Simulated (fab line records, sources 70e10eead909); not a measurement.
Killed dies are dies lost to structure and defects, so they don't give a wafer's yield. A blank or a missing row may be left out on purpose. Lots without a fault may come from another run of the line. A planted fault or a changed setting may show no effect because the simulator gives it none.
A struck lot beside a sound one | flow nand_harc | 40 steps out of a route of 1159
Sound: wafers L942.2, L942.3, L942.5. Struck: wafers L947.2, L947.3, L947.5. The cause comes at the end.
At each step with rows: each side's tool, then ch and its chambers, then its first start. Under that, the readings that differ: sound wafers | struck wafers | difference of the means | sigmas: that difference in standard deviations of wafers without a fault.
alike: readings whose means differ by less than 2 such deviations, and words and numbers that are the same on both sides. not compared: withheld readings, readings that some wafer has no value for, bounds like >300 that may hide the same value, and numbers for which the record gives no deviation and whose values overlap.
The two part at a step that has a row with sigmas, a row that says differs or no value, or rows on one side only. Numbers that don't overlap but have no deviation are shown without sigmas and don't part them. A reading that every wafer of one side lacks parts them only if that side has two wafers or more.

first, 9 steps without rows for these wafers: NHARC_A_CONTACT_COAT_62 (time 65 s); NHARC_A_CONTACT_COAT_63 (resist thk 90 nm); NHARC_A_CONTACT_SOFTBAKE_64 (time 55 s); NHARC_A_CONTACT_EBR_65; NHARC_A_CONTACT_EXPOSE_66 (exposes mask A CC 2); NHARC_A_CONTACT_PEB_67 (peb time 65 s); NHARC_A_CONTACT_DEVELOP_68 (develop time 35 s); NHARC_A_CONTACT_DESCUM_74 (chemistry O2, time 3 s); NHARC_A_CONTACT_ETCH_75 (etches the open film in CF4, target depth 39 nm, time 65 s).
NHARC_A_CONTACT_ETCH_76: etches the open film in N2/H2, target depth 260 nm, time 475.3 s.
  sound on rie_diel-04 ch 0,1, day 18 09:52; struck on rie_diel-04 ch 2,3, day 19 21:40
  alike: drypump_motor_current_A, oes_product_au, rf_vpp_V, showerhead_plenum_p_Torr, throttle_valve_pct
  not compared: rf_hours_counter_h
then, 28 steps without rows for these wafers: NHARC_A_CONTACT_ETCH_77 (etches the open film in CF4/CHF3, target depth 72.6 nm, time 36.3 s); NHARC_A_CONTACT_ETCH_78 (etches the open film in O2/COS, target depth 2800 nm, time 728 s); NHARC_A_CONTACT_ETCH_124 (etches the open film in C4F8/O2/Ar, time 140 s, target depth 700 nm); NHARC_A_CONTACT_ETCH_125 (etches the open film in C4F8/O2/Ar, time 155 s, target depth 956 nm); NHARC_A_CONTACT_ETCH_126 (etches the open film in C4F8/O2/Ar, time 155 s, target depth 956 nm); NHARC_A_CONTACT_ETCH_127 (etches the open film in C4F8/O2/Ar, time 155 s, target depth 956 nm); NHARC_A_CONTACT_ETCH_128 (etches the open film in C4F8/O2/Ar, time 155 s, target depth 956 nm); NHARC_A_CONTACT_ETCH_129 (etches the open film in C4F8/O2/Ar, time 155 s, target depth 956 nm); NHARC_A_CONTACT_ETCH_130 (etches the open film in C4F8/O2/Ar, time 155 s, target depth 956 nm); NHARC_A_CONTACT_ETCH_131 (etches the open film in C4F8/O2/Ar, time 155 s, target depth 956 nm); NHARC_A_CONTACT_ETCH_132 (etches the open film in C4F8/O2/Ar, time 156 s, target depth 958 nm); NHARC_A_CONTACT_ETCH_133 (etches the open film in C4F8/O2/Ar, time 195 s, target depth 840 nm); NHARC_A_CONTACT_ETCH_91 (etches the open film in CH3F/O2, target depth 40 nm, time 85.7 s); NHARC_A_CONTACT_ETCH_97 (etches the open film in C4F6/O2, target depth 20 nm, time 10 s); NHARC_A_CONTACT_STRIP_103 (strips in N2/H2); NHARC_A_CONTACT_STRIP_104 (strips in CF4/CHF3); NHARC_A_CONTACT_STRIP_105 (strips in O2/COS); NHARC_A_CONTACT_ETCH_106 (etches the open film in CF4/O2, target depth 60 nm, overetch 6 nm, time 33 s); NHARC_A_CONTACT_STRIP_82 (strips in O2); NHARC_A_CONTACT_STRIP_83 (strips in post etch residue remover, time 600 s); NHARC_A_CONTACT_DEP_84 (deposits aC, target thk 2000 nm); NHARC_A_CONTACT_DEP_85 (deposits SiON, target thk 50 nm); NHARC_A_CONTACT_DEHYDRATE_00 (time 120 s); NHARC_A_CONTACT_HMDS_01 (time 30 s); NHARC_A_CONTACT_COAT_86 (time 75 s); NHARC_A_CONTACT_COAT_87 (time 65 s); NHARC_A_CONTACT_COAT_02 (resist thk 90 nm); NHARC_A_CONTACT_SOFTBAKE_03 (time 55 s).
NHARC_A_CONTACT_DESCUM_13: chemistry O2, time 3 s.
  sound on rie_diel-04 ch 0,3, day 18 16:41; struck on rie_diel-04 ch 0,1,2, day 20 19:06
  reading | sound | struck                                                                     | difference                   | sigmas
  hold    | - - - | await_dispo/4.6h/release await_dispo/4.6h/release await_dispo/4.6h/release | no value on the sound wafers |
  alike: drypump_motor_current_A, oes_product_au, rf_vpp_V, showerhead_plenum_p_Torr, throttle_valve_pct
  not compared: rf_hours_counter_h
-- the record jumps here: 3 days lie between the struck wafers' starts before and after (it left off in module A_CONTACT and takes up again in module END, whose first step shown is number 1159 of the route) --
NHARC_END_SORT_01:
  the record has rows for the struck wafers here (prober-01 ch 0, day 23 22:23) and none for the sound ones

WHERE THEY PART
First at NHARC_A_CONTACT_DESCUM_13; last, within this record, at NHARC_END_SORT_01.

WHY: what the simulator had put in
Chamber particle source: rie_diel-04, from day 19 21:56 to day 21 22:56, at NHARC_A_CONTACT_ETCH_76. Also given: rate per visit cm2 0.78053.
